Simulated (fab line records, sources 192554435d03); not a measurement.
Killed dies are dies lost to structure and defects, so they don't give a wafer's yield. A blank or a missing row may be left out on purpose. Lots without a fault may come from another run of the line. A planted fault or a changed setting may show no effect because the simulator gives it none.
fab line records | flow n5_finfet
record lots=9 wafers=25 last_day=16
route steps=1938 shown BEOL_M4@1023 PASSIVATION@1936
lots that met no fault: from a run of the same line without faults
start_h: hours from the record's first day to the start of the lot's first wafer shown | wait_h: hours since the lot's step before | " the same as in the row above | L1.1+2: a row that stands for several wafers | - no value, or no start given | * or withheld: withheld | < > ~ a bound
route shown NAME@n: a module of which the file shows steps, and the number in the route of the first | usual: mean/standard deviation of fault-free wafers | same: alike in all rows | chamber/n: place in a boat | sites: the reading at each site | _std_site: their standard deviation | _edge_site: outer sites' mean less inner sites' | radius_mm: how far each site lies from the wafer's centre | mask NAME#n: copy n | behind: the tool/chamber that last shaped the wafer | hold: why the lot was held/for how many hours/how that ended | device: the transistor (n, p or np) that didn't switch | end of line: the same wafers' tests at the end of the route | a step without rows: its recipe alone | killed: dies lost to structure and defects at the first sort, not the wafer's yield | map: a wafer's dies, x killed, . not, _ none there
set.NAME: the setting as run; set.NAME@STEP: as run at that earlier step | model.NAME: the simulator's own value behind a step, which no gauge read
steps of the route over a sample of lots; a table a step, a row a wafer
services: from which hour (start_h, from the record's first day; less than 0 if before it) a tool's chamber was out of use, for how many hours, and why
## steps
# step N5_BEOL_M4_PECVD_72
# recipe material=SiO2 target_thk_a=160 temp_c=400 precursor=TEOS/O2 pressure_torr=5.5 rf_w=450 teos_flow_sccm=53.8 gas=O2 flow_sccm=3000 time_s=18
# usual heater_power_w=703/76 showerhead_plenum_p_Torr=8.77/0.062 susceptor_temp_C=400.02/0.2 throttle_valve_pct=22.1/0.82
# columns lot.wafer tool chamber start_h wait_h heater_power_w showerhead_plenum_p_Torr susceptor_temp_C throttle_valve_pct
L591.2 pecvd-03 1 170.36 0.0 683 8.90 399.93 21.9
L591.3 " 0 " " 746 8.77 400.05 22.3
L591.5 " 0 " " 763 8.74 399.92 22.3
L593.2 pecvd-04 1 187.38 0.0 642 8.76 400.20 21.6
L593.5 " 1 " " 640 8.75 400.15 21.7
L593.6 " 0 " " 802 8.75 399.84 21.8
L594.2 pecvd-03 2 192.19 0.0 757 8.76 400.17 20.9
L594.4 " 2 " " 776 8.75 400.25 21.0
L594.6 " 1 " " 734 8.91 400.26 21.6
L595.5 pecvd-04 1 205.97 0.1 730 8.76 400.01 21.7
L595.6 " 2 " " 594 8.70 399.85 23.0
L601.1 pecvd-04 1 224.77 0.0 749 8.76 400.12 21.8
L601.2 " 2 " " 550 8.70 399.96 23.0
L601.4 " 2 " " 540 8.69 399.79 23.2
L600.4 pecvd-04 1 226.91 0.1 618 8.74 399.76 21.8
L600.6 " 0 " " 724 8.74 400.03 21.6
L603.2 pecvd-04 0 234.37 0.0 790 8.75 - 21.6
L603.3 " 2 " " 500 8.69 - 23.3
L603.6 " 1 " " 732 8.74 - 21.6
L607.4 pecvd-03 2 261.58 0.1 627 8.72 399.89 21.0
L607.5 " 1 " " 738 8.91 400.11 22.1
L607.6 " 2 " " 627 8.77 400.06 21.2
L606.1 pecvd-03 1 268.68 0.0 736 8.89 400.09 21.9
L606.2 " 0 " " 808 8.77 399.78 22.4
L606.6 " 0 " " 798 8.74 400.07 22.7
# step N5_BEOL_M4_SURFACE_TREAT_85
# recipe gas=Ar time_s=* ion_energy_ev=* ion_current_ma_cm2=0.5 pressure_mtorr=* ar_flow_sccm=30
# usual throttle_valve_pct=*
# columns lot.wafer tool chamber start_h wait_h throttle_valve_pct
L591.2 pvd_sputter-03 - 175.23 0.2 *
L591.3 " - " " *
L591.5 " - " " *
L593.2 pvd_sputter-03 - 196.43 0.2 *
L593.5 " - " " *
L593.6 " - " " *
L594.2 pvd_sputter-01 - 199.10 0.2 *
L594.4 " - " " *
L594.6 " - " " *
L595.5 pvd_sputter-02 - 215.04 0.1 *
L595.6 " - " " *
L601.1 pvd_sputter-03 - 233.60 0.2 *
L601.2 " - " " *
L601.4 " - " " *
L600.4 pvd_sputter-03 - 236.64 0.2 *
L600.6 " - " " *
L603.2 pvd_sputter-03 - 243.02 1.7 *
L603.3 " - " " *
L603.6 " - " " *
L607.4 pvd_sputter-01 - 268.01 0.3 *
L607.5 " - " " *
L607.6 " - " " *
L606.1 pvd_sputter-01 - 281.68 1.5 *
L606.2 " - " " *
L606.6 " - " " *
# step N5_BEOL_M4_ANNEAL_93
# recipe temp_c=400 time_s=240 ambient=vacuum
# usual heater_power_w=813/110 susceptor_temp_C=400.01/0.23 susceptor_temp_C_max=400.98/0.27
# columns lot.wafer tool chamber start_h wait_h heater_power_w susceptor_temp_C susceptor_temp_C_max
L591.2 pvd_sputter-03 - 176.91 0.0 1071 400.24 401.09
L591.3 " - " " 893 400.06 400.89
L591.5 " - " " 1017 400.22 401.02
L593.2 pvd_sputter-02 - 198.12 0.0 918 400.60 402.02
L593.5 " - " " 865 400.22 401.38
L593.6 " - " " 911 400.20 401.31
L594.2 pvd_sputter-03 - 200.75 0.0 897 399.63 400.67
L594.4 " - " " 702 400.25 401.21
L594.6 " - " " 1047 400.16 400.71
L595.5 pvd_sputter-01 - 216.80 0.1 796 399.98 400.86
L595.6 " - " " 742 399.79 401.13
L601.1 pvd_sputter-02 - 235.27 0.0 694 399.93 400.70
L601.2 " - " " 903 400.14 401.26
L601.4 " - " " 937 399.99 400.86
L600.4 pvd_sputter-02 - 238.45 0.0 875 399.86 401.10
L600.6 " - " " 689 399.82 400.71
L603.2 pvd_sputter-03 - 244.66 0.0 1044 399.90 400.76
L603.3 " - " " 888 399.60 400.80
L603.6 " - " " 891 400.22 401.03
L607.4 pvd_sputter-01 - 269.95 0.0 745 399.91 400.74
L607.5 " - " " 767 400.06 400.92
L607.6 " - " " 678 400.15 401.06
L606.1 pvd_sputter-01 - 283.44 0.0 694 400.40 401.20
L606.2 " - " " 790 400.46 401.65
L606.6 " - " " 679 400.00 401.09
# step N5_BEOL_M4_CMP_52
# recipe stop_on=SiOC t_overpolish_s=6.8 down_force_psi=1 platen_rpm=50 clearing_platen_down_force_psi=1.5 clearing_platen_rpm=50 post_cmp_clean=cu_alkaline target_thk_nm=40 clearing_platen_pad_velocity_m_s=0.99484 pad_velocity_m_s=0.99484
# usual barrier_field_endpoint_s=24.6/0.57 head_pressure_psi=1.0000/0.0021 motor_current_A=5.8/0.75 platen_rpm=50.00/0.038 slurry_flow_ml_min=150.0/0.52
# columns lot.wafer tool chamber start_h wait_h barrier_field_endpoint_s head_pressure_psi motor_current_A platen_rpm slurry_flow_ml_min
L591.3 cmp-02 1 178.25 0.3 24.8 0.9976 5.1 49.93 148.9
L591.2 " 2 " " 24.7 1.0002 5.2 49.94 149.6
L591.5 " 3 " " 24.1 1.0013 6.9 49.95 150.0
L593.2 cmp-01 1 199.08 0.3 23.9 1.0013 5.4 49.99 150.5
L593.5 " 2 " " 25.0 1.0020 5.5 49.98 150.9
L593.6 " 3 " " 24.0 0.9988 7.0 49.98 150.9
L594.4 cmp-01 2 201.60 0.1 24.7 1.0001 5.5 49.93 150.0
L594.2 " 0 " " 24.3 0.9998 6.0 50.01 149.7
L594.6 " 2 " " 25.5 0.9966 5.2 49.93 149.7
L595.6 cmp-03 3 217.81 0.3 25.9 1.0004 4.9 49.96 150.6
L595.5 " 0 " " 24.4 0.9975 5.1 49.96 150.6
L601.1 cmp-01 0 236.12 0.3 24.9 1.0003 6.0 50.02 150.3
L601.2 " 1 " " 25.2 1.0027 5.1 50.02 149.5
L601.4 " 3 " " 24.4 0.9999 6.7 50.03 150.1
L600.4 cmp-03 0 239.42 0.2 24.1 0.9998 4.8 49.98 150.1
L600.6 " 2 " " 24.2 1.0011 6.5 49.98 149.3
L603.3 cmp-03 0 245.68 0.2 22.8 0.9979 4.9 49.96 150.4
L603.2 " 2 " " 23.0 0.9998 6.0 50.03 150.0
L603.6 " 0 " " 23.1 1.0015 5.1 50.02 149.9
L607.4 cmp-02 2 270.88 0.2 24.7 1.0029 4.8 50.02 149.9
L607.5 " 0 " " 25.1 1.0016 6.2 49.99 150.3
L607.6 " 1 " " 26.0 0.9989 5.2 49.97 150.4
L606.1 cmp-01 3 284.30 0.3 24.9 0.9966 6.7 49.95 150.4
L606.2 " 2 " " 25.0 1.0008 5.3 50.03 150.2
L606.6 " 0 " " 25.4 0.9980 6.2 49.97 149.4
# step N5_BEOL_M4_PRE_CLEAN_60
# recipe gas=NH3/H2 time_s=15 temp_c=* rf_power_w=300
# usual heater_power_w=85/18 susceptor_temp_C=*
# columns lot.wafer tool chamber start_h wait_h heater_power_w susceptor_temp_C
L591.2 cvd_co-01 2 178.50 0.0 83 *
L591.3 " 1 " " 77 *
L591.5 " 2 " " 82 *
L593.2 cvd_co-02 2 199.30 0.0 66 *
L593.5 " 1 " " 131 *
L593.6 " 0 " " 72 *
L594.2 cvd_co-01 1 201.94 0.0 79 *
L594.4 " 0 " " 85 *
L594.6 " 1 " " 80 *
L595.5 cvd_co-01 2 218.14 0.2 83 *
L595.6 " 0 " " 82 *
L601.1 cvd_co-01 2 236.46 0.0 83 *
L601.2 " 1 " " 81 *
L601.4 " 1 " " 79 *
L600.4 cvd_co-01 0 239.66 0.1 84 *
L600.6 " 1 " " 78 *
L603.2 cvd_co-02 0 246.01 0.0 69 *
L603.3 " 1 " " 127 *
L603.6 " 2 " " 65 *
L607.4 cvd_co-02 1 271.16 0.1 123 *
L607.5 " 0 " " 72 *
L607.6 " 2 " " 64 *
L606.1 cvd_co-01 1 284.63 0.0 79 *
L606.2 " 0 " " 85 *
L606.6 " 1 " " 81 *
# step N5_BEOL_M4_RC_MEAS_101
# usual DIBL_N=35.8/1.5 DIBL_P=35.9/1.8 IOFF_N=0.152/0.025 IOFF_P=0.21/0.031 ION_N=672/11 ION_P=462/7.4 SS_N=71.5/0.52 SS_P=73.2/0.54 VT_N=250/3 VT_P=-250/3.3
# columns lot.wafer tool chamber start_h wait_h DIBL_N[mV/V] DIBL_P[mV/V] IOFF_N[nA/um] IOFF_P[nA/um] ION_N[uA/um] ION_P[uA/um] SS_N[mV/dec] SS_P[mV/dec] VT_N[mV] VT_P[mV]
L591.2 prober-02 0 178.93 0.2 37.5 36.4 0.161 0.23 675 467 71.4 73.3 249 -247
L591.3 " 0 " " 38.5 38.3 0.195 0.27 690 474 72.0 73.9 244 -245
L591.5 " 0 " " 35.5 34.8 0.131 0.20 665 465 71.7 73.3 251 -248
L593.2 prober-01 0 199.76 0.2 33.9 34.8 0.122 0.16 670 457 70.9 72.9 250 -254
L593.5 " 0 " " 34.9 35.9 0.143 0.17 674 452 70.7 73.0 251 -252
L593.6 " 0 " " 34.1 35.4 0.125 0.16 665 459 71.5 72.6 251 -256
L594.2 prober-02 0 202.37 0.2 36.1 34.1 0.143 0.20 678 465 71.3 73.3 251 -249
L594.4 " 0 " " 36.7 34.2 0.153 0.20 659 449 71.6 73.1 249 -247
L594.6 " 0 " " 36.1 35.3 0.155 0.22 664 461 70.4 73.9 248 -247
L595.5 prober-02 0 219.01 0.6 36.8 38.6 0.155 0.19 678 459 71.0 73.4 252 -252
L595.6 " 0 " " 37.5 38.5 0.170 0.20 676 463 70.9 73.9 251 -254
L601.1 prober-01 0 236.76 0.0 37.1 37.8 0.177 0.23 667 458 71.3 74.7 248 -248
L601.2 " 0 " " 34.2 34.8 0.128 0.18 677 467 71.8 73.7 252 -250
L601.4 " 0 " " 35.5 36.5 0.145 0.20 672 459 71.3 74.1 251 -253
L600.4 prober-02 0 240.38 0.5 36.5 35.2 0.167 0.21 681 466 72.1 72.9 251 -246
L600.6 " 0 " " 35.9 34.6 0.151 0.20 670 462 70.9 73.4 250 -248
L603.2 prober-01 0 246.47 0.2 35.0 34.8 0.141 0.19 677 463 71.7 72.9 249 -253
L603.3 " 0 " " 35.6 35.4 0.143 0.20 667 464 71.7 73.0 253 -251
L603.6 " 0 " " 35.9 36.6 0.164 0.22 678 466 71.9 73.7 248 -249
L607.4 prober-02 0 271.90 0.5 35.5 37.1 0.182 0.24 682 460 71.9 73.3 247 -247
L607.5 " 0 " " 34.3 37.2 0.175 0.24 694 471 71.1 72.5 245 -250
L607.6 " 0 " " 34.1 36.0 0.154 0.21 675 460 71.2 72.7 250 -248
L606.1 prober-01 0 284.90 0.0 34.6 35.8 0.160 0.20 672 456 71.6 73.2 247 -250
L606.2 " 0 " " 36.3 37.8 0.185 0.24 692 470 71.3 73.8 245 -250
L606.6 " 0 " " 35.0 36.7 0.175 0.22 701 472 71.0 73.5 246 -250
# step N5_PASSIVATION_PROBE_49
# usual defect_limited_yield=91.7/1.7 killed_at_M0_to_M3=34/10 killed_at_M4_up=13/5.1 killed_at_contacts=12/6.2 killed_at_front_end=36/12 killed_at_other=3.2/2.6 killed_dies=98/20 killed_open=65/13 killed_short=32/8.4 sort_bin_5_function=4.8/1.1 sort_bin_6_memory=3.2/0.74 sort_n_pass=1082/20 sort_yield_pct=91.7/1.7
# same gross_dies=1180 killed_at_back_side=0 sort_bin_4_leakage[%]=0 sort_bin_8_speed[%]=0
# columns lot.wafer tool chamber start_h wait_h defect_limited_yield[%] killed_at_M0_to_M3 killed_at_M4_up killed_at_contacts killed_at_front_end killed_at_other killed_dies killed_open killed_short sort_bin_5_function[%] sort_bin_6_memory[%] sort_n_pass sort_yield_pct[%]
L606.1 prober-01 - 376.49 0.0 93.9 24 10 6 31 1 72 42 30 3.7 2.0 1108 93.9
L606.2 prober-01 - 376.54 0.1 92.1 30 13 12 33 5 93 67 24 4.7 2.9 1087 92.1
L606.6 prober-01 - 376.74 0.3 91.3 32 10 14 40 7 103 66 36 4.2 4.3 1077 91.3
# killed by level:class
L606.1 FIN_SAQP:geometric_particle:short=7 GATE_CUT:geometric_particle:short=6 BEOL_M0_SAQP:geometric_particle:short=6 STI_FIN_REVEAL:geometric_particle:open=5 BEOL_M3:geometric_particle:open=5 MOL_CONTACT_COAG:geometric_particle:open=5 GATE_CUT:geometric_particle:open=4 BEOL_M0_SAQP:geometric_particle:open=4
L606.2 BEOL_M3:geometric_particle:open=14 MOL_CONTACT_COAG:geometric_particle:open=10 STI_FIN_REVEAL:geometric_particle:open=9 FIN_SAQP:geometric_particle:short=6 FIN_SAQP:geometric_particle:open=5 GATE_CUT:geometric_particle:open=4 BEOL_M1:geometric_particle:open=4 BEOL_M5:geometric_particle:open=4
L606.6 BEOL_M2:geometric_particle:open=11 MOL_CONTACT_COAG:geometric_particle:open=10 STI_FIN_REVEAL:geometric_particle:open=9 GATE_CUT:geometric_particle:short=8 FIN_SAQP:geometric_particle:open=7 BEOL_M3:geometric_particle:open=6 BEOL_M1:geometric_particle:open=5 MOL_CONTACT_COAG:geometric_particle:short=4
## services
# columns tool chamber start_h hours kind
cmp-02 - 156.86 4.1 repair
pecvd-03 - 157.40 0.8 pm
pecvd-03 0 173.66 4.6 scheduled_down
cmp-02 - 173.70 1.1 repair
cvd_co-01 - 174.11 0.4 repair
pecvd-03 - 174.99 5.5 repair
pecvd-04 0 176.00 2.2 repair
cmp-03 - 176.83 0.3 repair
cmp-03 - 177.29 0.4 repair
cmp-01 - 196.87 1.1 repair
cvd_co-02 0 201.54 3.7 repair
pecvd-04 1 208.31 2.1 scheduled_down
cmp-01 - 216.71 2.7 repair
cmp-02 - 223.08 0.3 repair
cmp-01 - 228.63 4.0 pm
cmp-01 - 232.63 - consumable_replace:conditioner
cmp-01 - 232.63 - consumable_replace:pad
cmp-01 - 249.01 5.0 pm
pecvd-04 - 252.22 14.6 pm
pecvd-03 0 258.06 5.5 scheduled_down
cmp-01 - 258.07 4.0 repair
pvd_sputter-01 - 260.51 3.0 repair
## key
first_sign step=N5_BEOL_M4_CMP_52 reading=barrier_field_endpoint_s direction=down sigmas=2.7 usual=24.6 struck=23.0
effect none on later readings
met_at N5_BEOL_M4_PECVD_72
struck_lots L603
not_acting_at N5_BEOL_M4_SURFACE_TREAT_85,N5_BEOL_M4_ANNEAL_93,N5_BEOL_M4_PRE_CLEAN_60
onset_between 226.91 234.37
also_fits N5_BEOL_M4_CMP_52:cmp-03
fault kind=process_parameter_drift tool=pecvd-04 chamber=- onset_h=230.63 steps=N5_BEOL_M4_PECVD_72 channel=time_s offset=* shape=step end_h=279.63 acts_in=* stated=*
